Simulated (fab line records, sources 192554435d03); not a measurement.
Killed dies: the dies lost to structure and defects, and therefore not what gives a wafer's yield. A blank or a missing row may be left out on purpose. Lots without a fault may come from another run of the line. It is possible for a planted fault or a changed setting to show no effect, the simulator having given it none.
Split-lot study | flow n5-finfet | 7 lots, 21 wafers read, on a route of 1938 steps

== ABOUT THE SPLIT ==
At N5_DUMMY_GATE_COAT_09 (resist thk 30 nm), the setting spin-rpm was moved away from the recipe's 1500 rpm on 7 of the 21 wafers read, by -10.4% to +8.2%. For the rest of the wafers, this setting stayed at what the recipe calls for.

== FROM THE SPLIT TO THE READING: what the file shows between them, 4 steps ==
- N5_DUMMY_GATE_EBR_11
- N5_DUMMY_GATE_SOFTBAKE_10: time 60 s
- N5_DUMMY_GATE_DESCUM_20: chemistry O2, time 6.2 s
- N5_DUMMY_GATE_ETCH_29: etches underlayer in N2/H2, target depth 13 nm

== THE READING ==
CAR-EUV_of_DUMMY_GATE_COAT_09.thk-nm (the simulator's own value, which no gauge read), in nm, at N5_DUMMY_GATE_ETCH_36 (etches SiARC in CF4, target depth 13 nm). The file gives no usual value for it. The 14 wafers here that ran the recipe average 11.3 nm, standard deviation 0.25 nm.

wafer  | tool, chamber at the split | spin-rpm as run, rpm | against the recipe | CAR-EUV_of_DUMMY_GATE_COAT_09.thk-nm, nm | against lot-mates on the recipe
L080.1 | litho-track-05, 0          | 1500                 | recipe             | 11.4                                     | -
L080.3 | litho-track-05, 0          | 1500                 | recipe             | 11.4                                     | -
L080.6 | litho-track-05, 0          | 1385                 | -7.7%              | 12.6                                     | +1.2
L082.2 | litho-track-02, 0          | 1500                 | recipe             | 11.4                                     | -
L082.4 | litho-track-02, 0          | 1500                 | recipe             | 11                                       | -
L082.6 | litho-track-02, 0          | 1500                 | recipe             | 10.8                                     | -
L083.2 | litho-track-03, 0          | 1344                 | -10.4%             | 12.6                                     | no lot-mate on the recipe
L083.3 | litho-track-03, 0          | 1344                 | -10.4%             | 12.8                                     | no lot-mate on the recipe
L083.5 | litho-track-03, 0          | 1344                 | -10.4%             | 12.4                                     | no lot-mate on the recipe
L084.3 | litho-track-05, 0          | 1500                 | recipe             | 11.8                                     | -
L084.4 | litho-track-05, 0          | 1623                 | +8.2%              | 9.4                                      | -2.4
L084.5 | litho-track-05, 0          | 1623                 | +8.2%              | 9.2                                      | -2.6
L088.1 | litho-track-05, 0          | 1500                 | recipe             | 11.2                                     | -
L088.3 | litho-track-05, 0          | 1381                 | -7.9%              | 12.8                                     | +1.4
L088.5 | litho-track-05, 0          | 1500                 | recipe             | 11.6                                     | -
L096.1 | litho-track-03, 0          | 1500                 | recipe             | 11.4                                     | -
L096.2 | litho-track-03, 0          | 1500                 | recipe             | 11.2                                     | -
L096.5 | litho-track-03, 0          | 1500                 | recipe             | 11.2                                     | -
L097.1 | litho-track-05, 0          | 1500                 | recipe             | 11.2                                     | -
L097.4 | litho-track-05, 0          | 1500                 | recipe             | 11                                       | -
L097.6 | litho-track-05, 0          | 1500                 | recipe             | 11.4                                     | -

THE FIT
A straight line over all 21 wafers: CAR-EUV_of_DUMMY_GATE_COAT_09.thk-nm changes by -0.171 nm for each +1% of spin-rpm; r = -0.94; the points scatter about the line by 0.33 nm.
The same after taking each lot's own level away (the mean of its wafers on the recipe; 18 wafers): -0.239 nm for each +1%; r = -0.96; scatter 0.29 nm.
On that fit, the largest move of spin-rpm shifts the reading by 2.5 nm.
The lots' own levels span 11.07 to 11.80 nm, that is 3.0 times the standard deviation above.
Hence the slope depends on the lot-to-lot level, as the two fits are not the same.
Check: -1.94 nm against its lot-mates is what the line predicts for one of the wafers moved furthest among these (+8.2%) when that wafer is left out of the fit. It came out at -2.4 nm against them.

== FURTHER SPLITS ON THESE WAFERS ==
Before the reading, these wafers also passed through other splits. Each is held against what the fit with the lots' levels taken away leaves over:
other split on the same wafers | wafers away from the commonest value | r with CAR-EUV_of_DUMMY_GATE_COAT_09.thk-nm (lot level and that fit taken away)
N5_FIN_SAQP_ALD_61 ald-cycles  | 5                                    | +0.20
N5_DUMMY_GATE_HM_DEP_06 time-s | 12                                   | +0.30

== THE WHOLE CHAIN: every reading that the file lists as answering this split, in the file's order ==
step                  | what it does                                   | reading                                                                               | change (the file's fit)               | r (the file's)
N5_DUMMY_GATE_COAT_09 | resist thk 30 nm                               | CAR-EUV_of_DUMMY_GATE_COAT_09.thk-nm (the simulator's own value, which no gauge read) | -0.16 nm for each +1% of the setting  | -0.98
N5_DUMMY_GATE_ETCH_29 | etches underlayer in N2/H2, target depth 13 nm | CAR-EUV_of_DUMMY_GATE_COAT_09.thk-nm (the simulator's own value, which no gauge read) | -0.198 nm for each +1% of the setting | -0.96
N5_DUMMY_GATE_ETCH_36 | etches SiARC in CF4, target depth 13 nm        | CAR-EUV_of_DUMMY_GATE_COAT_09.thk-nm (the simulator's own value, which no gauge read) | -0.216 nm for each +1% of the setting | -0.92

== FILE'S OWN FIT ==
CAR-EUV_of_DUMMY_GATE_COAT_09.thk-nm changes by -0.216 nm for each +1% of spin-rpm, r = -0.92.
